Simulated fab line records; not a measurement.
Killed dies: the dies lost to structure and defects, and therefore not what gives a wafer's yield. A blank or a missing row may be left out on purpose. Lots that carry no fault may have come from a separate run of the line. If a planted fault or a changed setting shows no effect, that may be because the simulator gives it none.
Comparing a struck lot with a sound one    flow n5-finfet    13 out of 1938 route steps
Sound: wafers L393.1, L393.2, L393.5. Struck: wafer L405.1 (L405.3, L405.5, from the same lot, were not struck and are left out); the cause is given at the end.
At each step with rows: each side's tool, then ch and its chambers, then its first start. Under that, the readings that differ: sound wafers    struck wafers    difference of the means    sigmas: that difference in standard deviations of wafers without a fault.
alike: readings with means less than 2 such deviations apart, plus words and numbers identical on both sides. not compared: withheld readings, readings lacking a value on some wafer, bounds such as >300 that could conceal the same value, and numbers that have no deviation in the record and whose values overlap.
The two part at a step that has a row with sigmas, a row that says differs or no value, or rows on one side only. When numbers do not overlap yet have no deviation, they are printed without sigmas and do not part them. A reading that every wafer of one side lacks parts them only if that side has two wafers or more.

first, 2 steps without rows for these wafers: N5_BEOL_M11_PRECLEAN_42 (cleans in residue remover, time 60 s); N5_BEOL_M11_SRD_43 (time 30 s).
N5_BEOL_M11_CD_MEAS_35: the cd target is 70 nm.
  struck on cd-sem-01, day 13 21:08; sound on cd-sem-03, day 10 10:14
  alike: cd-nm
N5_BEOL_M11_CURE_72: cures SiCOH lowk, time 120 s.
  sound on uv-cure-01 ch 0, day 10 10:27; struck on uv-cure-02 ch 1, day 13 21:11
reading           sound              struck  difference  sigmas
wafer_temp_C_max  370.9 371.0 371.1  372.0   +1.0        +2
  alike: lamp-power-pct
N5_BEOL_M11_DEGAS_44: time 60 s.
  struck on pvd-sputter-03, day 13 21:41; sound on pvd-sputter-01, day 10 11:05
  alike: heater-power-w
N5_BEOL_M11_PRE_CLEAN_45: time 30 s.
  struck on pvd-sputter-03, day 13 21:43; sound on pvd-sputter-01, day 10 11:07
  alike: heater-power-w
N5_BEOL_M11_ALD_74: deposits TaN, target thk 2 nm, pulse time 2 s, purge time 3 s.
  sound on ald-metal-03 ch 0,2,3, day 10 11:16; struck on ald-metal-03 ch 2, day 13 21:48
  alike: heater-power-w, precursor-vessel-pressure-torr, precursor-vessel-temp-c
then, 2 steps without rows for these wafers: N5_BEOL_M11_SURFACE_TREAT_76; N5_BEOL_M11_CVD_75 (deposits Co from CCTBA/H2, target thk 2 nm, time 138.9 s).
N5_BEOL_M11_SPUTTER_48: material Cu, target thk 12 nm, time 2 s.
  struck on pvd-sputter-01, day 13 22:18; sound on pvd-sputter-01, day 10 13:31
  alike: chuck-gas-flow-sccm, throttle-valve-pct
then, 2 steps without rows for these wafers: N5_BEOL_M11_ECD_50 (material Cu, target thk 318 nm); N5_BEOL_M11_ANNEAL_51 (time 90 s).
N5_BEOL_M11_CMP_52: polishes, stops on SiCOH lowk, t overpolish 7 s, target thk 140 nm.
  sound on cmp-03 ch 1,2,3, day 10 14:12; struck on cmp-03 ch 0, day 13 23:07
reading           sound              struck  difference  sigmas
platen-rpm (rpm)  49.99 50.02 49.99  47.94   -2.06       -66
  alike: barrier-field-endpoint-s, clearing-platen-down-force-psi, motor-current-A, overpolish-run-s, slurry-filter-dp-kPa, time-to-endpoint-s

== WHERE THEY PART ==
Earliest at N5_BEOL_M11_CURE_72; latest, in this record, at N5_BEOL_M11_CMP_52.

WHY: what had been put in by the simulator
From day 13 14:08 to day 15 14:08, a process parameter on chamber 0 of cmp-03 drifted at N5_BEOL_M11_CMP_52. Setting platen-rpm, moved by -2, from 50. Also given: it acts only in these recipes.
